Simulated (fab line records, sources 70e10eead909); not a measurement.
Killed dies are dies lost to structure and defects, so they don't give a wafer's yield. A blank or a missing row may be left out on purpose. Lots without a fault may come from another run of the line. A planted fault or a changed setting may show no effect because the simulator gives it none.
A struck lot beside a sound one | flow nand_harc | 15 steps out of a route of 1302
Sound: wafers L238.2, L238.4, L238.6. Struck: wafers L236.1, L236.3, L236.6. The cause comes at the end.
At each step with rows: each side's tool, then ch and its chambers, then its first start. Under that, the readings that differ: sound wafers | struck wafers | difference of the means | sigmas: that difference in standard deviations of wafers without a fault.
alike: readings whose means differ by less than 2 such deviations, and words and numbers that are the same on both sides. not compared: withheld readings, readings that some wafer has no value for, bounds like >300 that may hide the same value, and numbers for which the record gives no deviation and whose values overlap.
The two part at a step that has a row with sigmas, a row that says differs or no value, or rows on one side only. Numbers that don't overlap but have no deviation are shown without sigmas and don't part them. A reading that every wafer of one side lacks parts them only if that side has two wafers or more.

first, 1 step without rows for these wafers: NHARC_A_CONTACT_ETCH_76 (etches the open film in N2/H2, target depth 260 nm, time 475.3 s).
NHARC_A_CONTACT_ETCH_77: etches the open film in CF4/CHF3, target depth 108.9 nm, time 54.5 s.
  sound on rie_diel-13 ch 0,2,3; struck on rie_diel-13 ch 1,2,3
  alike: bias_w, cf4_flow_sccm, drypump_motor_current_A, oes_product_au, rf_vpp_V, showerhead_plenum_p_Torr, throttle_valve_pct
  not compared: rf_hours_counter_h
then, 2 steps without rows for these wafers: NHARC_A_CONTACT_ETCH_78 (etches the open film in O2/COS, target depth 5300 nm, time 1378 s); NHARC_A_CONTACT_ETCH_124 (etches the open film in C4F8/O2/Ar, time 140 s, target depth 700 nm).
NHARC_A_CONTACT_ETCH_125: etches the open film in C4F8/O2/Ar, time 197 s, target depth 1918 nm.
  sound on har_cap_etch-01 ch 1, day 27 17:55; struck on har_cap_etch-03 ch 0,1, day 26 15:16
  alike: chamber_pressure_mTorr, oes_air_line_au
  not compared: rf_hours_counter_h
then, 2 steps without rows for these wafers: NHARC_A_CONTACT_ETCH_126 (etches the open film in C4F8/O2/Ar, time 197 s, target depth 1918 nm); NHARC_A_CONTACT_ETCH_127 (etches the open film in C4F8/O2/Ar, time 197 s, target depth 1918 nm).
NHARC_A_CONTACT_ETCH_128: etches the open film in C4F8/O2/Ar, time 197 s, target depth 1918 nm.
  sound on har_cap_etch-01 ch 1, day 27 18:27; struck on har_cap_etch-03 ch 0,1, day 26 15:47
  alike: chamber_pressure_mTorr, oes_air_line_au
  not compared: rf_hours_counter_h
NHARC_A_CONTACT_ETCH_129: etches the open film in C4F8/O2/Ar, time 197 s, target depth 1918 nm.
  sound on har_cap_etch-01 ch 1, day 27 18:37; struck on har_cap_etch-03 ch 0,1, day 26 15:58
  alike: chamber_pressure_mTorr, oes_air_line_au
  not compared: rf_hours_counter_h
then, 3 steps without rows for these wafers: NHARC_A_CONTACT_ETCH_130 (etches the open film in C4F8/O2/Ar, time 197 s, target depth 1918 nm); NHARC_A_CONTACT_ETCH_131 (etches the open film in C4F8/O2/Ar, time 197 s, target depth 1918 nm); NHARC_A_CONTACT_ETCH_132 (etches the open film in C4F8/O2/Ar, time 197 s, target depth 1924 nm).
NHARC_A_CONTACT_ETCH_133: etches the open film in C4F8/O2/Ar, time 374 s, target depth 1610 nm.
  sound on har_cap_etch-01 ch 1, day 27 19:20; struck on har_cap_etch-03 ch 0,1, day 26 16:43
  no value came back on the struck wafers for chamber_pressure_mTorr (mTorr), oes_air_line_au (a.u.); on the sound wafers chamber_pressure_mTorr (mTorr) reads 19.965 20.004 19.993
  not compared: rf_hours_counter_h
NHARC_A_CONTACT_ETCH_91: etches the open film in CH3F/O2, target depth 40 nm, time 85.7 s.
  sound on rie_diel-11 ch 0,2,3, day 27 20:08; struck on rie_diel-13 ch 0,2, day 26 17:25
  alike: bias_w, ch3f_flow_sccm, drypump_motor_current_A, oes_product_au, rf_vpp_V, showerhead_plenum_p_Torr, throttle_valve_pct
  not compared: rf_hours_counter_h
-- the record jumps here: 2 days lie between the struck wafers' starts before and after (it left off in module A_CONTACT and takes up again in module END, whose first step shown is number 1302 of the route) --
NHARC_END_SORT_01:
  sound on prober-02 ch 0, day 30 06:18; struck on prober-02 ch 0, day 29 01:41
  reading         | sound | struck      | difference | sigmas
  killed_at_array | 80    | 669 670 670 | +590       | +29
  killed_dies     | 86    | 677 677 677 | +591       | +28
  alike: killed_at_other, killed_at_periphery, killed_open, killed_short

WHERE THEY PART
First at NHARC_A_CONTACT_ETCH_133; last, within this record, at NHARC_END_SORT_01.

WHY: what the simulator had put in
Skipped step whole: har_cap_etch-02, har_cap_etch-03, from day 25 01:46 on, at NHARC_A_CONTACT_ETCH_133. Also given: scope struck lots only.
